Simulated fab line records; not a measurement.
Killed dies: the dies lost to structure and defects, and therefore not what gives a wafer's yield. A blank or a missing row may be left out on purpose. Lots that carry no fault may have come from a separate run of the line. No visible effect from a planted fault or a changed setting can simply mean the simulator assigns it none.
Chamber matching + flow nand_harc + rie_diel-04 running NHARC_P_ZERO_WELL_ETCH_65: 4 sister chambers
The step etches the open film in N2/H2, target depth 80 nm, overetch 24 nm, time 87.88 s. 4 wafers are shown with their chamber, then 11 later ones without.

## WAFERS, EACH WITH ITS CHAMBER
| wafer  | chamber | drypump_motor_current_A (A) |
|--------|---------|-----------------------------|
| L083.1 | 2       | 5.6                         |
| L085.5 | 1       | 5.4                         |
| L085.6 | 0       | 5.7                         |
| L087.2 | 3       | 6.2                         |

## WAFERS WHOSE CHAMBER IS MISSING
| wafer  | drypump_motor_current_A (A) |
|--------|-----------------------------|
| L087.4 | 5.6                         |
| L087.5 | 5.6                         |
| L087.1 | 5.4                         |
| L087.3 | 5.7                         |
| L087.6 | 6.2                         |
| L091.3 | 6.2                         |
| L091.5 | 5.6                         |
| L091.6 | 5.4                         |
| L095.2 | 5.8                         |
| L095.3 | 5.5                         |
| L095.5 | 5.6                         |

## THE CHAMBER EACH PASSED THROUGH
| wafer  | from the rows above     | in truth |
|--------|-------------------------|----------|
| L087.4 | 2                       | 2        |
| L087.5 | 2                       | 2        |
| L087.1 | 1                       | 1        |
| L087.3 | 0                       | 0        |
| L087.6 | 3                       | 3        |
| L091.3 | 3                       | 3        |
| L091.5 | 2                       | 2        |
| L091.6 | 1                       | 1        |
| L095.2 | 0                       | 0        |
| L095.3 | can't be placed: 1 or 2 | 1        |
| L095.5 | 2                       | 2        |
10 of 11 placed correctly. These rows do not allow placing 1 (true chamber among the candidates in 1). 0 placed wrongly.
How it was worked out, from the rows above alone: a wafer's distance from a chamber is the root of the sum, over the readings, of the square of ((its reading less the chamber's mean) divided by the reading's scatter). The wafer belongs to the nearest chamber; if the next one is less than 2 further off, it can't be placed. The mean given for a chamber averages the wafers shown for that chamber. The scatter: with one shown wafer a chamber, the root of the mean of the squares of how far each hidden wafer lies from its nearest shown one.
